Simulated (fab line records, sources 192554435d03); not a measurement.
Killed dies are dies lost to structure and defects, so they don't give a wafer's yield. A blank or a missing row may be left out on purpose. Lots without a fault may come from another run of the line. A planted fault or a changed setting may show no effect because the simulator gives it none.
Split-lot experiment | flow n5_finfet | 7 lots, 21 wafers read, on a route of 1938 steps

THE SPLIT
At N5_BEOL_M6_COAT_63 (time 60 s, resist thk 60 nm), the setting spin_rpm was moved away from the recipe's 1500 rpm on 5 of the 21 wafers read, by +3.3% to +9.6%. The other wafers ran this setting at the recipe's value.

FROM THE SPLIT TO THE READING: what the file shows between them, 8 steps
- N5_BEOL_M6_COAT_22: resist thk 30 nm (also split here: spin_rpm)
- N5_BEOL_M6_EBR_24
- N5_BEOL_M6_SOFTBAKE_23: time 60 s
- N5_BEOL_M6_ETCH_72: etches underlayer in N2/H2, target depth 6.5 nm, time 5.2 s
- N5_BEOL_M6_ETCH_65: etches SiARC in CF4, target depth 15.6 nm, time 26 s
- N5_BEOL_M6_ETCH_66: etches SOC in N2/H2, target depth 80 nm, overetch 16 nm, time 120 s
- N5_BEOL_M6_STRIP_69: strips in N2/H2
- N5_BEOL_M6_STRIP_73: strips in N2/H2

THE READING
SOC_of_BEOL_M6_COAT_63.thk_nm (the simulator's own value, which no gauge read), in nm, at N5_BEOL_M6_VIA_ETCH_34 (etches SiCOH lowk in C4F6/O2, target depth 126.3 nm, time 50.9 s). The file gives no usual value for it. The 16 wafers here that ran the recipe average 54.0 nm, standard deviation 0.19 nm.

wafer  | tool, chamber at the split | spin_rpm as run, rpm | against the recipe | SOC_of_BEOL_M6_COAT_63.thk_nm, nm | against lot-mates on the recipe
L075.1 | litho_track-02, 0          | 1500                 | recipe             | 53.8                              | -
L075.3 | litho_track-02, 0          | 1500                 | recipe             | 54                                | -
L075.6 | litho_track-02, 0          | 1644                 | +9.6%              | 51.6                              | -2.3
L078.2 | litho_track-02, 0          | 1500                 | recipe             | 54                                | -
L078.3 | litho_track-02, 0          | 1500                 | recipe             | 54                                | -
L078.6 | litho_track-02, 0          | 1500                 | recipe             | 54                                | -
L081.4 | litho_track-04, 0          | 1500                 | recipe             | 54.4                              | -
L081.5 | litho_track-04, 0          | 1500                 | recipe             | 54                                | -
L081.6 | litho_track-04, 0          | 1500                 | recipe             | 54                                | -
L080.3 | litho_track-02, 0          | 1500                 | recipe             | 54.2                              | -
L080.5 | litho_track-02, 0          | 1550                 | +3.3%              | 52.8                              | -1.5
L080.6 | litho_track-02, 0          | 1500                 | recipe             | 54.4                              | -
L082.2 | litho_track-02, 0          | 1500                 | recipe             | 53.8                              | -
L082.3 | litho_track-02, 0          | 1500                 | recipe             | 53.8                              | -
L082.6 | litho_track-02, 0          | 1500                 | recipe             | 53.8                              | -
L084.1 | litho_track-02, 0          | 1500                 | recipe             | 54                                | -
L084.4 | litho_track-02, 0          | 1500                 | recipe             | 54                                | -
L084.3 | litho_track-02, 0          | 1500                 | recipe             | 53.8                              | -
L091.2 | litho_track-02, 0          | 1598                 | +6.5%              | 52.2                              | no lot-mate on the recipe
L091.5 | litho_track-02, 0          | 1598                 | +6.5%              | 52.2                              | no lot-mate on the recipe
L091.6 | litho_track-02, 0          | 1598                 | +6.5%              | 52.2                              | no lot-mate on the recipe

THE FIT
A straight line over all 21 wafers: SOC_of_BEOL_M6_COAT_63.thk_nm changes by -0.267 nm for each +1% of spin_rpm; r = -0.97; the points scatter about the line by 0.19 nm.
The same after taking each lot's own level away (the mean of its wafers on the recipe; 18 wafers): -0.259 nm for each +1%; r = -0.96; scatter 0.19 nm.
On that fit, the largest move of spin_rpm shifts the reading by 2.5 nm.
The lots' own levels span 53.80 to 54.30 nm, that is 2.7 times the standard deviation above.
So the lot-to-lot level changes the slope little: the two slopes agree.
Check: with one of the wafers moved furthest among these (+9.6%) left out of the fit, the line predicts -4.32 nm for it against its lot-mates. It came out at -2.3 nm against them.

OTHER SPLITS ON THESE WAFERS
These wafers also went through other splits before the reading. Each is held against what the fit with the lots' levels taken away leaves over:
other split on the same wafers | wafers away from the commonest value | r with SOC_of_BEOL_M6_COAT_63.thk_nm (lot level and that fit taken away)
N5_BEOL_M6_COAT_22 spin_rpm    | 10                                   | +0.04

THE WHOLE CHAIN: every reading that the file lists as answering this split, in the file's order
step                   | what it does                                                        | reading                                                                        | change (the file's fit)               | r (the file's)
N5_BEOL_M6_COAT_63     | time 60 s, resist thk 60 nm                                         | SOC_of_BEOL_M6_COAT_63.thk_nm (the simulator's own value, which no gauge read) | -0.277 nm for each +1% of the setting | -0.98
N5_BEOL_M6_ETCH_66     | etches SOC in N2/H2, target depth 80 nm, overetch 16 nm, time 120 s | etch.depth_nm (the simulator's own value, which no gauge read)                 | -0.286 nm for each +1% of the setting | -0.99
N5_BEOL_M6_VIA_ETCH_34 | etches SiCOH lowk in C4F6/O2, target depth 126.3 nm, time 50.9 s    | SOC_of_BEOL_M6_COAT_63.thk_nm (the simulator's own value, which no gauge read) | -0.262 nm for each +1% of the setting | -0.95

THE FILE'S OWN FIT
SOC_of_BEOL_M6_COAT_63.thk_nm changes by -0.262 nm for each +1% of spin_rpm, r = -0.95.
